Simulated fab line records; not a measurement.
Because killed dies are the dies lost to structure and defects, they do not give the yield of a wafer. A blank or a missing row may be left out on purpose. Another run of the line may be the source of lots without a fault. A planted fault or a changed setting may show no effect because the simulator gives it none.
What tool caused it? :: flow nand harc :: 6 lots with 17 wafers sampled at 4 steps, on a route of 1302 steps

== WHAT THE GAUGES READ, wafer by wafer ==
NHARC_END_SORT_01.
lot: L192
measured: day 28 16:06
on: prober-02
killed open: 5 6 1

lot: L198
measured: day 31 06:49
on: prober-02
killed open: 3 1

lot: L201
measured: day 32 18:23
on: prober-01
killed open: 2 4 6

lot: L204
measured: day 34 19:25
on: prober-02
killed open: 3 2 0

== WHAT TOOL EACH LOT RAN ON (gives the tool, then ch and the chambers of the sampled wafers, and finally the start) ==
lot: L185
NHARC_A_CHANNEL_FILL_D1_ALD_15: ald sin batch-02 ch 0, day 11 20:02 or earlier
NHARC_A_CHANNEL_FILL_D1_ETCHBACK_08: rie diel-02 ch 0,1, day 11 20:02 or earlier
NHARC_A_DECK1_JOINT_ETCHBACK_07: rie si-01 ch 0,1,2, day 11 20:02

lot: L189
NHARC_A_CHANNEL_FILL_D1_ALD_15: ald sin batch-01 ch 0, day 14 04:50 or earlier
NHARC_A_CHANNEL_FILL_D1_ETCHBACK_08: rie diel-02 ch 2,3, day 14 04:50 or earlier
NHARC_A_DECK1_JOINT_ETCHBACK_07: rie si-04 ch 0,3, day 14 04:50

lot: L192
NHARC_A_CHANNEL_FILL_D1_ALD_15: ald sin batch-02 ch 0, day 15 01:10 or earlier
NHARC_A_CHANNEL_FILL_D1_ETCHBACK_08: rie diel-08 ch 0,1,2, day 15 01:10 or earlier
NHARC_A_DECK1_JOINT_ETCHBACK_07: rie si-04 ch 0,1,2, day 15 01:10

lot: L198
NHARC_A_CHANNEL_FILL_D1_ALD_15: ald sin batch-03 ch 0, day 17 16:52 or earlier
NHARC_A_CHANNEL_FILL_D1_ETCHBACK_08: rie diel-03 ch 1,2, day 17 16:52 or earlier
NHARC_A_DECK1_JOINT_ETCHBACK_07: rie si-04 ch 1,2, day 17 16:52

lot: L201
NHARC_A_CHANNEL_FILL_D1_ALD_15: ald sin batch-01 ch 0, day 19 01:10 or earlier
NHARC_A_CHANNEL_FILL_D1_ETCHBACK_08: rie diel-03 ch 0,1,3, day 19 01:10 or earlier
NHARC_A_DECK1_JOINT_ETCHBACK_07: rie si-01 ch 0,1,3, day 19 01:10

lot: L204
NHARC_A_CHANNEL_FILL_D1_ALD_15: ald sin batch-03 ch 0, day 20 16:12 or earlier
NHARC_A_CHANNEL_FILL_D1_ETCHBACK_08: rie diel-08 ch 1,2,3, day 20 16:12 or earlier
NHARC_A_DECK1_JOINT_ETCHBACK_07: rie si-01 ch 0,2,3, day 20 16:12
- NHARC_A_CHANNEL_FILL_D1_ALD_15: deposits SiNx, target thk 2 nm, pulse time 60 s, ald cycles 19.
- NHARC_A_CHANNEL_FILL_D1_ETCHBACK_08: etches the open film in C4F8, target depth 220 nm, time 110 s.
- NHARC_A_DECK1_JOINT_ETCHBACK_07: etches the open film in HBr, target depth 105 nm, time 26.9 s.

== THE ANSWER, worked out from the rows above alone ==
Rule: the usual values come from the lots themselves. The widest of any qualifying gaps counts: lots, ordered by their means at a reading, are off when they make up no more than a third of the lots, leave a main group of 4 or more, and stand apart from it by 3 or more times the standard deviation of that group's means. A main group is skipped when, at the precision printed for the reading in the tables above, its means are all equal. Also off: a lot with no number at a reading for which 4 or more lots have one. All remaining lots with rows at the step are treated as sound.
Nothing can be told from this: no lot is off at any reading shown.

== WHAT WAS PUT IN BY THE SIMULATOR ==
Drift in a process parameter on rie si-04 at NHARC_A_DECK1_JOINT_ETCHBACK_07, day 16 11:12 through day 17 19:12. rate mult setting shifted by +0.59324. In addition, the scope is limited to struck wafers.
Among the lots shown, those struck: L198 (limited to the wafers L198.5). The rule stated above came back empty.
